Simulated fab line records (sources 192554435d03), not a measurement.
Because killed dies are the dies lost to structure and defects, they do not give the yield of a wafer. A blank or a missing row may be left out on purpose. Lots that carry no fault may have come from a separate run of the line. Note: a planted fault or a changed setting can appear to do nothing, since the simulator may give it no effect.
fab line records	flow n5_finfet
record: lots: 7	wafers: 21
route steps=1938 shown BEOL_M8@1342 BEOL_M10@1499 BEOL_M13@1665
start_h: start of the lot's first displayed wafer, in hours after the record's first day	wait_h: hours elapsed since this lot's preceding step	" identical to the entry in the row above	L1.1+2: a row that stands for several wafers	- value missing, or start not given	* or withheld: withheld	< > ~ a bound
route shown NAME@n: NAME is a module with steps in the file, n the number in the route of the first one	usual: the fault-free wafers' mean and standard deviation	same: alike in all rows	chamber/n: place in a boat	sites: per-site readings	_std_site: standard deviation across them	_edge_site: outer sites' mean less inner sites'	radius_mm: how far each site lies from the wafer's centre	mask NAME#n: copy n	behind: tool/chamber where the wafer was last shaped	hold: cause of the lot's hold/its duration in hours/its outcome	device: whichever transistor did not switch (one of n, p or np)	end of line: tests of these same wafers at the route's end	a step with no rows: only its recipe	killed: dies lost to structure and defects at the first sort, not the wafer's yield	map: dies across one wafer; x = killed, . = not, _ = none there
set.NAME: the run value of the setting; set.NAME@STEP: its run value at that earlier step	model.NAME: the simulator's own value behind a step, which no gauge read
lots with deliberately changed settings; one table per step, one row per wafer
== steps ==
step: N5_BEOL_M8_EXPOSE_08
recipe: mask_id: M8	na: 1.35	source_shape: dipole	sigma_inner: 0.817	sigma_outer: 0.97	polarization: te	dose_mj: 68.25
lot.wafer	tool	chamber	start_h	wait_h	mask	set.dose_mj
L083.1+3	arfi_scanner-03	0	249.63	-	M8#0	64.51
L083.4	"	0	"	"	M8#0	68.25
L082.1+4+5	arfi_scanner-02	0	249.79	-	M8#0	68.25
L084.1+2+6	arfi_scanner-01	0	267.48	-	M8#0	68.25
L085.1+2+4	arfi_scanner-03	0	271.92	-	M8#0	68.25
L087.1	arfi_scanner-01	0	301.95	-	M8#0	70.4
L087.2+5	"	0	"	"	M8#0	68.25
L095.1	arfi_scanner-03	0	343.83	-	M8#0	68.25
L095.3+6	"	0	"	"	M8#0	63.97
L097.1+2+4	arfi_scanner-03	0	352.93	-	M8#0	68.25
step: N5_BEOL_M8_PEB_09
recipe: peb_temp_c: withheld	peb_time_s: 60	resist: CAR-ArF
step: N5_BEOL_M8_DEVELOP_10
recipe: develop_time_s: 30	developer: TMAH	resist: CAR-ArF	rinse_liquid: diw	dry: air_spin	dev_temp_c: 23
step: N5_BEOL_M8_CD_MEAS_11
recipe: target_cd_nm: 38.5	landing_energy_ev: 500	detector: se_inlens	polarity: opening
usual: cd_nm: 38.5/0.53
lot.wafer	tool	chamber	start_h	wait_h	set.dose_mj@BEOL_M8_EXPOSE_08	cd_nm
L083.1	cd_sem-02	0	249.75	-	64.51	36.3
L083.3	"	0	"	"	64.51	36.2
L083.4	"	0	"	"	68.25	38.6
L082.1	cd_sem-01	0	249.92	-	68.25	38.1
L082.4	"	0	"	"	68.25	38.3
L082.5	"	0	"	"	68.25	37.7
L084.1	cd_sem-03	0	267.61	-	68.25	38.3
L084.2	"	0	"	"	68.25	39.2
L084.6	"	0	"	"	68.25	38.6
L085.1	cd_sem-01	0	272.05	-	68.25	37.7
L085.2	"	0	"	"	68.25	38.9
L085.4	"	0	"	"	68.25	38.6
L087.1	cd_sem-01	0	302.08	-	70.4	40.2
L087.2	"	0	"	"	68.25	38.2
L087.5	"	0	"	"	68.25	38.1
L095.1	cd_sem-01	0	343.96	-	68.25	39.1
L095.3	"	0	"	"	63.97	35.3
L095.6	"	0	"	"	63.97	35.4
L097.1	cd_sem-02	0	353.05	-	68.25	38.6
L097.2	"	0	"	"	68.25	39.2
L097.4	"	0	"	"	68.25	38.4
step: N5_BEOL_M8_DESCUM_16
recipe: chemistry: O2	time_s: 7.9	source_power_w: 50	bias_power_w: 20	pressure_mtorr: 20	rf_frequency_hz: 2.712e+07	temp_c: 40	resist: CAR-ArF	o2_flow_sccm: 225
step: N5_BEOL_M8_ETCH_61
recipe: chemistry: CF4	target: SiARC	target_depth_a: 455	mask_material: CAR-ArF	time_s: 75.8	ion_energy_ev: 80	pressure_mtorr: 40	source_w: 545	bias_w: 36	Ar_flow_sccm: 100	cf4_flow_sccm: 100	ends: cleared
lot.wafer	tool	chamber	start_h	wait_h	set.dose_mj@BEOL_M8_EXPOSE_08	model.BEOL_M8.cd_offset_nm
L083.1	rie_diel-03	0	249.91	0.0	64.51	-2.2
L083.3	"	2	"	"	64.51	-2.4
L083.4	"	3	"	"	68.25	0.4
L082.1	rie_diel-06	2	250.09	0.0	68.25	0.6
L082.4	"	0	"	"	68.25	0.4
L082.5	"	2	"	"	68.25	-0.4
L084.1	rie_diel-06	0	267.73	0.0	68.25	0.2
L084.2	"	3	"	"	68.25	1
L084.6	"	3	"	"	68.25	0.8
L085.1	rie_diel-03	1	272.17	0.0	68.25	-0.4
L085.2	"	2	"	"	68.25	0.2
L085.4	"	0	"	"	68.25	-0.6
L087.1	rie_diel-01	2	302.66	0.0	70.4	1.6
L087.2	"	3	"	"	68.25	-0.6
L087.5	"	2	"	"	68.25	-0.2
L095.1	rie_diel-03	3	344.20	0.0	68.25	1.2
L095.3	"	0	"	"	63.97	-3.4
L095.6	"	2	"	"	63.97	-3.2
L097.1	rie_diel-03	0	353.28	0.0	68.25	-0.6
L097.2	"	2	"	"	68.25	0.4
L097.4	"	1	"	"	68.25	0.2
step: N5_BEOL_M8_ETCH_62
recipe: chemistry: N2/H2	target: SOC	target_depth_a: 1100	overetch_a: 220	mask_material: SiARC	temp_c: 40	time_s: 165	ion_energy_ev: 200	pressure_mtorr: 30	source_w: 840	bias_w: 150	n2_flow_sccm: 200	h2_flow_sccm: 200
lot.wafer	tool	chamber	start_h	wait_h	set.dose_mj@BEOL_M8_EXPOSE_08	model.BEOL_M8.cd_offset_nm
L083.1	rie_diel-03	0	249.96	0.0	64.51	-1.6
L083.3	"	2	"	"	64.51	-2.8
L083.4	"	3	"	"	68.25	0.4
L082.1	rie_diel-06	2	250.14	0.0	68.25	0.8
L082.4	"	0	"	"	68.25	0.4
L082.5	"	2	"	"	68.25	-0.2
L084.1	rie_diel-06	0	267.79	0.0	68.25	0.2
L084.2	"	3	"	"	68.25	1.2
L084.6	"	3	"	"	68.25	0.8
L085.1	rie_diel-03	1	272.23	0.0	68.25	-0.4
L085.2+4	"	2,0	"	"	68.25	0
L087.1	rie_diel-01	2	302.72	0.0	70.4	1.6
L087.2	"	3	"	"	68.25	-0.8
L087.5	"	2	"	"	68.25	-0.2
L095.1	rie_diel-03	3	344.25	0.0	68.25	1.8
L095.3	"	0	"	"	63.97	-2.8
L095.6	"	2	"	"	63.97	-3.4
L097.1+2	rie_diel-03	0,2	353.34	0.0	68.25	0
L097.4	"	1	"	"	68.25	0.2
step: N5_BEOL_M8_STRIP_68
recipe: chemistry: N2/H2	temp_c: 40	n2_flow_sccm: 200	h2_flow_sccm: 200	rf_frequency_hz: 6e+07
step: N5_BEOL_M8_STRIP_67
recipe: chemistry: CF4	resist: SiARC	power_w: 300	bias_power_w: 75	pressure_mtorr: 50	cf4_flow_sccm: 150	rf_frequency_hz: 6e+07
step: N5_BEOL_M8_HM_OPEN_17
recipe: chemistry: Cl2/BCl3	target_depth_a: 200	overetch_a: 60	target: TiN	mask_material: SOC	ion_energy_ev: 150	pressure_mtorr: 10	icp_w: 1000	bias_w: 126	Cl2_flow_sccm: 53.25	bcl3_flow_sccm: 21.75	Ar_flow_sccm: 25
step: N5_BEOL_M8_STRIP_19
recipe: chemistry: O2	power_w: 400	temp_c: 40	pressure_mtorr: 30	rf_frequency_hz: 6e+07	bias_power_w: 0	overash_fraction: 0.2	o2_flow_sccm: 225
step: N5_BEOL_M8_CD_MEAS_18
recipe: pitch_nm: 80	target_cd_nm: 40
usual: cd_nm: 40.2/0.7
lot.wafer	tool	chamber	start_h	wait_h	set.dose_mj@BEOL_M8_EXPOSE_08	cd_nm
L083.1	cd_sem-01	-	250.42	0.0	64.51	38.7
L083.3	"	-	"	"	64.51	37.2
L083.4	"	-	"	"	68.25	40.5
L082.1	cd_sem-02	-	250.51	0.0	68.25	41.1
L082.4	"	-	"	"	68.25	40.1
L082.5	"	-	"	"	68.25	39.8
L084.1	cd_sem-03	-	268.19	0.0	68.25	40.1
L084.2	"	-	"	"	68.25	40.8
L084.6	"	-	"	"	68.25	41.0
L085.1	cd_sem-03	-	272.59	0.0	68.25	39.7
L085.2	"	-	"	"	68.25	40.2
L085.4	"	-	"	"	68.25	40.2
L087.1	cd_sem-03	-	303.13	0.1	70.4	41.4
L087.2	"	-	"	"	68.25	39.3
L087.5	"	-	"	"	68.25	39.7
L095.1	cd_sem-02	-	344.65	0.1	68.25	41.9
L095.3	"	-	"	"	63.97	37.3
L095.6	"	-	"	"	63.97	36.0
L097.1	cd_sem-03	-	353.72	0.0	68.25	40.2
L097.2	"	-	"	"	68.25	40.4
L097.4	"	-	"	"	68.25	40.1
step: N5_BEOL_M8_COAT_63
recipe: resist: SOC	temp_c: 250	time_s: 60	spin_rpm: 1500	resist_thk_nm: 60
step: N5_BEOL_M8_COAT_64
recipe: resist: SiARC	temp_c: 220	time_s: 60	spin_rpm: 1500	resist_thk_nm: 12
step: N5_BEOL_M8_STRIP_80
recipe: chemistry: N2/H2	time_s: 10	power_w: 450	temp_c: 40	pressure_mtorr: 20	rf_frequency_hz: 6e+07	bias_power_w: 7	n2_flow_sccm: 200	h2_flow_sccm: 200
step: N5_BEOL_M8_HM_STRIP_39
recipe: chemistry: peroxide_tin_strip	material: TiN	target_depth_a: 250	temp_c: 50	time_s: 158
lot.wafer	tool	chamber	start_h	wait_h	set.temp_c@BEOL_M8_PECVD_70	model.SiO2_of_BEOL_M8_PECVD_70.thk_nm
L083.1	wet_bench-05	1	252.44	0.0	400	20
L083.3+4	"	7,0	"	"	400	19.8
L082.1+4	wet_bench-05	0,1	252.79	0.0	400	20
L082.5	"	3	"	"	400	20.4
L084.1	wet_bench-03	3	269.27	0.0	400	20.6
L084.2	"	0	"	"	400	20
L084.6	"	4	"	"	400	20.2
L085.1	wet_bench-03	6	273.50	0.0	400	19.6
L085.2	"	2	"	"	384.9	22
L085.4	"	0	"	"	400	19.8
L087.1	wet_bench-03	0	306.08	0.0	400	19.4
L087.2	"	6	"	"	387.9	21.2
L087.5	"	4	"	"	387.9	21.4
L095.1	wet_bench-03	1	348.55	0.0	400	19.6
L095.3	"	2	"	"	400	20.2
L095.6	"	6	"	"	382.3	22.4
L097.1	wet_bench-03	7	354.61	0.0	400	19.6
L097.2+4	"	4,3	"	"	400	20.2
step: N5_BEOL_M8_SRD_40
recipe: time_s: 30	temp_c: 23	rinse_liquid: diw	dry: ipa_marangoni
step: N5_BEOL_M8_PRECLEAN_42
recipe: chemistry: residue_remover	time_s: 60	temp_c: 40
step: N5_BEOL_M8_SRD_43
recipe: time_s: 30	temp_c: 23	rinse_liquid: diw	dry: ipa_marangoni
step: N5_BEOL_M8_CD_MEAS_35
recipe: target_cd_nm: 40	polarity: opening
usual: cd_nm: 40.2/0.75
lot.wafer	tool	chamber	start_h	wait_h	set.dose_mj@BEOL_M8_EXPOSE_08	cd_nm
L083.1	cd_sem-01	-	252.57	0.0	64.51	38.6
L083.3	"	-	"	"	64.51	37.7
L083.4	"	-	"	"	68.25	40.6
L082.1	cd_sem-02	-	252.92	0.0	68.25	40.7
L082.4	"	-	"	"	68.25	40.2
L082.5	"	-	"	"	68.25	39.8
L084.1	cd_sem-03	-	269.39	0.0	68.25	40.1
L084.2	"	-	"	"	68.25	40.8
L084.6	"	-	"	"	68.25	41.0
L085.1	cd_sem-02	-	273.62	0.0	68.25	39.6
L085.2	"	-	"	"	68.25	40.3
L085.4	"	-	"	"	68.25	40.3
L087.1	cd_sem-02	-	306.30	0.0	70.4	41.4
L087.2	"	-	"	"	68.25	39.0
L087.5	"	-	"	"	68.25	39.4
L095.1	cd_sem-01	-	348.67	0.0	68.25	41.8
L095.3	"	-	"	"	63.97	37.4
L095.6	"	-	"	"	63.97	36.3
L097.1	cd_sem-03	-	354.74	0.0	68.25	40.2
L097.2	"	-	"	"	68.25	40.1
L097.4	"	-	"	"	68.25	40.1
step: N5_BEOL_M10_EXPOSE_25
recipe: mask_id: V9	na: 1.35	source_shape: annular	sigma_inner: 0.5	sigma_outer: 0.8	polarization: unpolarized	dose_mj: 85.5
lot.wafer	tool	chamber	start_h	wait_h	mask	set.dose_mj
L083.1	arfi_scanner-02	0	264.48	-	V9#0	81.3
L083.3+4	"	0	"	"	V9#0	85.5
L082.1+4+5	arfi_scanner-01	0	270.62	-	V9#0	85.5
L084.1+6	arfi_scanner-01	0	286.64	-	V9#0	85.5
L084.2	"	0	"	"	V9#0	90.37
L085.1+2	arfi_scanner-02	0	288.39	-	V9#0	85.5
L085.4	"	0	"	"	V9#0	79.63
L087.1	arfi_scanner-01	0	324.92	-	V9#0	89.57
L087.2+5	"	0	"	"	V9#0	85.5
L095.1+3+6	arfi_scanner-01	0	365.70	-	V9#0	85.5
L097.1+2	arfi_scanner-03	0	371.44	-	V9#0	81.46
L097.4	"	0	"	"	V9#0	85.5
step: N5_BEOL_M10_PEB_26
recipe: peb_temp_c: withheld	peb_time_s: 60	resist: CAR-ArF
step: N5_BEOL_M10_DEVELOP_27
recipe: develop_time_s: 30	developer: TMAH	resist: CAR-ArF	rinse_liquid: diw	dry: air_spin	dev_temp_c: 23
step: N5_BEOL_M10_CD_MEAS_28
recipe: target_cd_nm: 70	landing_energy_ev: 500	detector: se_inlens	polarity: opening
usual: cd_nm: 69.9/1.4
lot.wafer	tool	chamber	start_h	wait_h	set.dose_mj@BEOL_M10_EXPOSE_25	cd_nm
L083.1	cd_sem-01	0	264.61	-	81.3	64.8
L083.3	"	0	"	"	85.5	69.4
L083.4	"	0	"	"	85.5	69.0
L082.1	cd_sem-02	0	270.76	-	85.5	70.2
L082.4	"	0	"	"	85.5	73.1
L082.5	"	0	"	"	85.5	71.8
L084.1	cd_sem-03	0	286.77	-	85.5	67.9
L084.2	"	0	"	"	90.37	73.1
L084.6	"	0	"	"	85.5	69.5
L085.1	cd_sem-01	0	288.52	-	85.5	70.1
L085.2	"	0	"	"	85.5	69.5
L085.4	"	0	"	"	79.63	63.0
L087.1	cd_sem-02	0	325.05	-	89.57	72.1
L087.2	"	0	"	"	85.5	68.8
L087.5	"	0	"	"	85.5	69.6
L095.1	cd_sem-03	0	365.83	-	85.5	70.4
L095.3	"	0	"	"	85.5	69.9
L095.6	"	0	"	"	85.5	72.0
L097.1	cd_sem-01	0	371.57	-	81.46	67.3
L097.2	"	0	"	"	81.46	67.6
L097.4	"	0	"	"	85.5	70.4
step: N5_BEOL_M10_VIA_ETCH_34
recipe: chemistry: C4F6/O2	target: SiCOH_lowk	target_depth_a: 1845	mask_material: SOC	taper_deg: 4	time_s: 69.2	ion_energy_ev: 250	pressure_mtorr: 30	source_w: 345	bias_w: 185	Ar_flow_sccm: 300	C4F6_flow_sccm: 10	O2_flow_sccm: 10
lot.wafer	tool	chamber	start_h	wait_h	set.time_s	model.etch.depth_nm
L083.1	rie_diel-01	0	265.25	0.0	69.2	176.5
L083.3+4	"	2	"	"	69.2	185
L082.1	rie_diel-01	0	271.05	0.0	69.2	176.5
L082.4	"	1	"	"	69.2	179.7
L082.5	"	0	"	"	69.2	176
L084.1	rie_diel-03	3	287.07	0.0	78.71	210.8
L084.2	"	2	"	"	69.2	179.1
L084.6	"	0	"	"	69.2	183.8
L085.1	rie_diel-06	2	288.82	0.0	69.2	178
L085.2	"	3	"	"	69.2	178.2
L085.4	"	0	"	"	79.55	216.3
L087.1	rie_diel-03	1	325.37	0.0	69.2	182.7
L087.2	"	0	"	"	69.2	183.2
L087.5	"	0	"	"	69.2	181.8
L095.1	rie_diel-01	1	366.13	0.0	69.2	178.8
L095.3	"	2	"	"	63.06	169.4
L095.6	"	2	"	"	69.2	186.8
L097.1	rie_diel-06	0	372.12	0.0	69.2	190.1
L097.2	"	1	"	"	69.2	189.3
L097.4	"	3	"	"	69.2	179.8
step: N5_BEOL_M13_EXPOSE_07
recipe: mask_id: V12	na: 0.93	source_shape: conventional	sigma_outer: 0.6	polarization: unpolarized	attpsm_phase_deg: 180	dose_mj: 24.8
lot.wafer	tool	chamber	start_h	wait_h	mask	set.dose_mj
L083.1+4	krf_scanner-01	0	284.95	-	V12#0	26.1
L083.3	"	0	"	"	V12#0	24.8
L082.1+4+5	krf_scanner-01	0	289.50	-	V12#0	24.8
L084.1+2	krf_scanner-02	0	308.29	-	V12#0	24.8
L084.6	"	0	"	"	V12#0	25.78
L085.1+4	krf_scanner-02	0	312.85	-	V12#0	24.8
L085.2	"	0	"	"	V12#0	23.75
L087.1+2	krf_scanner-02	0	341.12	-	V12#0	23.24
L087.5	"	0	"	"	V12#0	24.8
L095.1+6	krf_scanner-01	0	384.74	-	V12#0	23.44
L095.3	"	0	"	"	V12#0	24.8
L097.1+2+4	krf_scanner-02	0	391.81	-	V12#0	24.8
step: N5_BEOL_M13_PEB_08
recipe: peb_temp_c: 130	peb_time_s: 90
step: N5_BEOL_M13_DEVELOP_09
recipe: develop_time_s: 45	rinse_liquid: diw	dry: air_spin	dev_temp_c: 21
step: N5_BEOL_M13_HARDBAKE_14
recipe: temp_c: 130	time_s: 120
step: N5_BEOL_M13_CD_MEAS_10
recipe: target_cd_nm: 190	landing_energy_ev: 500	detector: se_inlens	polarity: opening
usual: cd_nm: 190.3/1.8
lot.wafer	tool	chamber	start_h	wait_h	set.dose_mj@BEOL_M13_EXPOSE_07	cd_nm
L083.1	cd_sem-03	0	285.12	-	26.1	194.1
L083.3	"	0	"	"	24.8	187.6
L083.4	"	0	"	"	26.1	193.2
L082.1	cd_sem-02	0	289.67	-	24.8	187.0
L082.4	"	0	"	"	24.8	189.6
L082.5	"	0	"	"	24.8	190.8
L084.1	cd_sem-03	0	308.46	-	24.8	189.2
L084.2	"	0	"	"	24.8	188.5
L084.6	"	0	"	"	25.78	192.7
L085.1	cd_sem-03	0	313.02	-	24.8	191.2
L085.2	"	0	"	"	23.75	186.4
L085.4	"	0	"	"	24.8	191.2
L087.1	cd_sem-02	0	341.30	-	23.24	181.8
L087.2	"	0	"	"	23.24	181.8
L087.5	"	0	"	"	24.8	188.8
L095.1	cd_sem-02	0	384.91	-	23.44	187.8
L095.3	"	0	"	"	24.8	193.3
L095.6	"	0	"	"	23.44	188.2
L097.1	cd_sem-02	0	391.99	-	24.8	191.3
L097.2	"	0	"	"	24.8	191.2
L097.4	"	0	"	"	24.8	189.7
step: N5_BEOL_M13_ETCH_59
recipe: chemistry: N2/H2	target: BARC	target_depth_a: 890	overetch_a: 267	time_s: 67.9	ion_energy_ev: 200	pressure_mtorr: 30	source_w: 840	bias_w: 150	n2_flow_sccm: 200	h2_flow_sccm: 200
lot.wafer	tool	chamber	start_h	wait_h	set.time_s	model.coat_of_BEOL_M13_COAT_04.thk_nm
L083.1	rie_diel-02	1	285.25	0.0	58.56	328.8
L083.3	"	2	"	"	58.56	323.8
L083.4	"	3	"	"	67.9	320.4
L082.1	rie_diel-05	0	289.80	0.0	67.9	316.4
L082.4	"	2	"	"	67.9	314.8
L082.5	"	0	"	"	67.9	317.4
L084.1	rie_diel-04	1	308.58	0.0	75.7	309.8
L084.2	"	0	"	"	67.9	318.4
L084.6	"	0	"	"	67.9	319.6
L085.1	rie_diel-04	2	313.14	0.0	67.9	315.8
L085.2	"	3	"	"	57.03	330.6
L085.4	"	0	"	"	57.03	329.2
L087.1	rie_diel-05	2	341.42	0.0	67.9	317.6
L087.2	"	0	"	"	67.9	322.2
L087.5	"	1	"	"	67.9	321
L095.1	rie_diel-04	3	385.04	0.0	67.9	318
L095.3	"	1	"	"	67.9	316.6
L095.6	"	2	"	"	81.4	301
L097.1+4	rie_diel-02	1,3	392.11	0.0	67.9	317.2
L097.2	"	2	"	"	67.9	313.8
step: N5_BEOL_M13_VIA_ETCH_16
recipe: chemistry: C4F8/O2/Ar	target: SiOC	pressure_mtorr: 30	source_w: 3000	bias_w: 700	Ar_flow_sccm: 400	C4F8_flow_sccm: 15	O2_flow_sccm: 8	he_inner_torr: 15	he_outer_torr: 30	target_depth_a: 9217	time_s: withheld	ion_energy_ev: 250	ends: cleared
lot.wafer	tool	chamber	start_h	wait_h	set.time_s@BEOL_M13_ETCH_59	model.coat_of_BEOL_M13_COAT_04.thk_nm
L083.1	rie_diel-02	1	285.30	0.0	*	88
L083.3	"	2	"	"	*	80.8
L083.4	"	3	"	"	*	74.8
L082.1	rie_diel-05	0	289.85	0.0	*	73.4
L082.4	"	2	"	"	*	70.8
L082.5	"	0	"	"	*	72.2
L084.1	rie_diel-04	1	308.63	0.0	*	72.4
L084.2	"	0	"	"	*	75.8
L084.6	"	0	"	"	*	74.2
L085.1	rie_diel-04	2	313.20	0.0	*	69.8
L085.2	"	3	"	"	*	86.2
L085.4	"	0	"	"	*	79.4
L087.1	rie_diel-05	2	341.47	0.0	*	79
L087.2	"	0	"	"	*	77
L087.5	"	1	"	"	*	73
L095.1	rie_diel-04	3	385.09	0.0	*	72.8
L095.3	"	1	"	"	*	69.6
L095.6	"	2	"	"	*	53
L097.1	rie_diel-02	1	392.16	0.0	*	75.2
L097.2	"	2	"	"	*	69
L097.4	"	3	"	"	*	73
step: N5_BEOL_M13_STRIP_63
recipe: chemistry: N2/H2	power_w: 1000	temp_c: 250	h2_frac: 0.65	overash_fraction: 0.3	pressure_mtorr: 1000	n2_flow_sccm: 1750	h2_flow_sccm: 3250
usual: strip_time_to_endpoint_s: 28.5/1.3
lot.wafer	tool	chamber	start_h	wait_h	set.time_s@BEOL_M13_ETCH_59	strip_time_to_endpoint_s
L083.1	plasma_asher-01	0	285.54	-	58.56	32.9
L083.3	"	1	"	"	58.56	30.8
L083.4	"	0	"	"	67.9	29.0
L082.1	plasma_asher-02	0	290.09	-	67.9	28.7
L082.4	"	1	"	"	67.9	27.9
L082.5	"	0	"	"	67.9	28.3
L084.1	plasma_asher-01	0	308.87	-	75.7	28.4
L084.2	"	1	"	"	67.9	29.4
L084.6	"	1	"	"	67.9	28.9
L085.1	plasma_asher-01	1	313.43	-	67.9	27.6
L085.2	"	0	"	"	57.03	32.3
L085.4	"	0	"	"	57.03	30.4
L087.1	plasma_asher-01	1	342.02	-	67.9	30.3
L087.2	"	0	"	"	67.9	29.7
L087.5	"	1	"	"	67.9	28.5
L095.1	plasma_asher-02	0	385.32	-	67.9	28.5
L095.3	"	1	"	"	67.9	27.6
L095.6	"	0	"	"	81.4	22.5
L097.1	plasma_asher-02	0	392.40	-	67.9	29.2
L097.2	"	1	"	"	67.9	27.4
L097.4	"	1	"	"	67.9	28.5
== key ==
split: step: N5_BEOL_M8_EXPOSE_08	setting: dose_mj	stated: 68.25	by: wafer
response: step: N5_BEOL_M8_CD_MEAS_11	reading: cd_nm	change: +0.541	per: 1%	r: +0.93
response: step: N5_BEOL_M8_ETCH_61	reading: model.BEOL_M8.cd_offset_nm	change: +0.622	per: 1%	r: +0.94
response: step: N5_BEOL_M8_ETCH_62	reading: model.BEOL_M8.cd_offset_nm	change: +0.651	per: 1%	r: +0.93
response: step: N5_BEOL_M8_CD_MEAS_18	reading: cd_nm	change: +0.662	per: 1%	r: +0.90
response: step: N5_BEOL_M8_CD_MEAS_35	reading: cd_nm	change: +0.645	per: 1%	r: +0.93
split: step: N5_BEOL_M10_EXPOSE_25	setting: dose_mj	stated: 85.5	by: wafer
response: step: N5_BEOL_M10_CD_MEAS_28	reading: cd_nm	change: +0.811	per: 1%	r: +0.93
split: step: N5_BEOL_M10_VIA_ETCH_34	setting: time_s	stated: 69.2	by: wafer
response: step: N5_BEOL_M10_VIA_ETCH_34	reading: model.etch.depth_nm	change: +2.23	per: 1%	r: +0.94
split: step: N5_BEOL_M13_EXPOSE_07	setting: dose_mj	stated: 24.8	by: wafer
response: step: N5_BEOL_M13_CD_MEAS_10	reading: cd_nm	change: +1.07	per: 1%	r: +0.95
split: step: N5_BEOL_M13_ETCH_59	setting: time_s	stated: 67.9	by: wafer
response: step: N5_BEOL_M13_ETCH_59	reading: model.coat_of_BEOL_M13_COAT_04.thk_nm	change: -0.757	per: 1%	r: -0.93
response: step: N5_BEOL_M13_VIA_ETCH_16	reading: model.coat_of_BEOL_M13_COAT_04.thk_nm	change: -0.752	per: 1%	r: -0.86
response: step: N5_BEOL_M13_STRIP_63	reading: strip_time_to_endpoint_s	change: *	per: 1%	r: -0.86
split outside_this_file step=N5_BEOL_M8_PECVD_70 setting=temp_c
split outside_this_file: this setting was split too, and the file shows its column; the key of that split is in another file
